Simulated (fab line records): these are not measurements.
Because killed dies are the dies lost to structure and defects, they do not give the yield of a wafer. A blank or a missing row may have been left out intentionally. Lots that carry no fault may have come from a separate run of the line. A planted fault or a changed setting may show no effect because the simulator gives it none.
Struck lot and sound lot, side by side | flow nandHarc | 15 out of 1159 route steps
Sound: wafers L251.2, L251.3, L251.6. Wafers struck: L253.3, L253.5, L253.6. The cause is named last.
At each step with rows: each side's tool, then ch and its chambers, then its first start. Under that, the readings that differ: sound wafers | struck wafers | difference of the means | sigmas: that difference in standard deviations of wafers without a fault.
alike: a reading whose means differ by less than 2 such deviations, as well as words and numbers matching on both sides. not compared: withheld readings; readings where some wafer has no value; bounds like >300 that might hide an equal value; numbers whose values overlap and for which the record gives no deviation.
Wherever a step has rows on one side only, a row that says differs or no value, or a row with sigmas, the two part there. Numbers that don't overlap but have no deviation are shown without sigmas and don't part them. A reading missing from all wafers of one side parts the sides only when that side holds two or more wafers.

first, 3 steps without rows for these wafers: NHARC_A_BLC_EXPOSE_07 (exposes mask A BLC, target cd 100 nm); NHARC_A_BLC_PEB_08 (peb time 65 s); NHARC_A_BLC_DEVELOP_09 (develop time 35 s).
NHARC_A_BLC_CD_MEAS_10: the cd target is 100 nm.
  sound on cdSem-01 ch 0, day 20 02:23; struck on cdSem-02 ch 0, day 20 03:46
  alike: cdNm
NHARC_A_BLC_OVL_MEAS_11:
  sound on overlay-02 at day 20 02:28; struck on overlay-01 at day 20 03:51
  alike: overlayXNm, overlayYNm
NHARC_A_BLC_INSPECT_12:
  sound on defectInspect-02 at day 20 02:31; struck on defectInspect-01 at day 20 03:53
  alike: rawDefectCount
NHARC_A_BLC_DESCUM_15: chemistry O2, time 3 s.
  sound on rieDiel-01 ch 0,3, day 20 02:35; struck on rieDiel-01 ch 0,1,3, day 20 03:58
  alike: drypumpMotorCurrentA, oesProductAu, rfVppV, showerheadPlenumPTorr, throttleValvePct
  not compared: rfHoursCounterH
NHARC_A_BLC_ETCH_16: etches the open film in CF4, target depth 39 nm, time 65 s.
  sound on rieDiel-01 ch 0,3, day 20 02:39; struck on rieDiel-01 ch 0,2,3, day 20 04:03
  alike: drypumpMotorCurrentA, oesProductAu, rfVppV, showerheadPlenumPTorr, throttleValvePct
  not compared: rfHoursCounterH
NHARC_A_BLC_ETCH_17: etches the open film in N2/H2, target depth 390 nm, time 609.38 s.
  sound on rieDiel-01 ch 1,2,3; struck on rieDiel-01 ch 1,2
  alike: drypumpMotorCurrentA, oesProductAu, rfVppV, showerheadPlenumPTorr, throttleValvePct
  not compared: rfHoursCounterH
NHARC_A_BLC_ETCH_18: etches the open film in C4F8/O2/Ar, target depth 910 nm.
  sound on rieDiel-01 ch 0,2,3; struck on rieDiel-01 ch 0,1,3
  alike: oesProductAu, rfVppV
  not compared: rfHoursCounterH
NHARC_A_BLC_CD_MEAS_19:
  sound on cdSem-02 at day 20 03:32; struck on cdSem-03 at day 20 04:55
  alike: cdNm
NHARC_A_BLC_STRIP_29: strips in CF4.
  sound on rieDiel-01 ch 1,2, day 20 03:37; struck on rieDiel-05 ch 1,2, day 20 04:59
  alike: cf4FlowSccm, drypumpMotorCurrentA, oesProductAu, rfVppV, showerheadPlenumPTorr, throttleValvePct
  not compared: rfHoursCounterH
NHARC_A_BLC_STRIP_21: strips in O2.
  sound on rieDiel-01 ch 1,2,3, day 20 03:44; struck on rieDiel-05 ch 0,3, day 20 05:06
  no value came back on the struck wafers for any of 7 readings (biasW (W), chamberPressureMTorr (mTorr) and others); on the sound wafers biasW (W) reads 0 0 0
  not compared: rfHoursCounterH
then, 1 step without rows for these wafers: NHARC_A_BLC_STRIP_22 (strips in post etch residue remover, time 600 s).
-- record jumps: 3 days between struck wafers' starts before vs after; left off in module A_BLC, resumes in module END, first step shown is number 1159 of the route --
NHARC_END_SORT_01:
  sound on prober-02 ch 0, day 22 23:25; struck on prober-01 ch 0, day 23 00:20
reading       | sound    | struck                                                            | difference                   | sigmas
hold          | - - -    | awaitDispo/3.6h/scrap awaitDispo/3.6h/scrap awaitDispo/3.6h/scrap | no value on the sound wafers | 
killedAtArray | 32 31 30 | 673 670 669                                                       | +640                         | +76
killedDies    | 35 33 32 | 677 677 677                                                       | +644                         | +72
  alike: killedAtOther, killedAtPeriphery, killedOpen, killedShort

WHERE THEY PART
At NHARC_A_BLC_STRIP_21 first; at NHARC_END_SORT_01 last (within this record only).

WHY: what had been put in by the simulator
Skipped step whole: rieDiel-05, from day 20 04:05 on, at NHARC_A_BLC_STRIP_21. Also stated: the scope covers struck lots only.
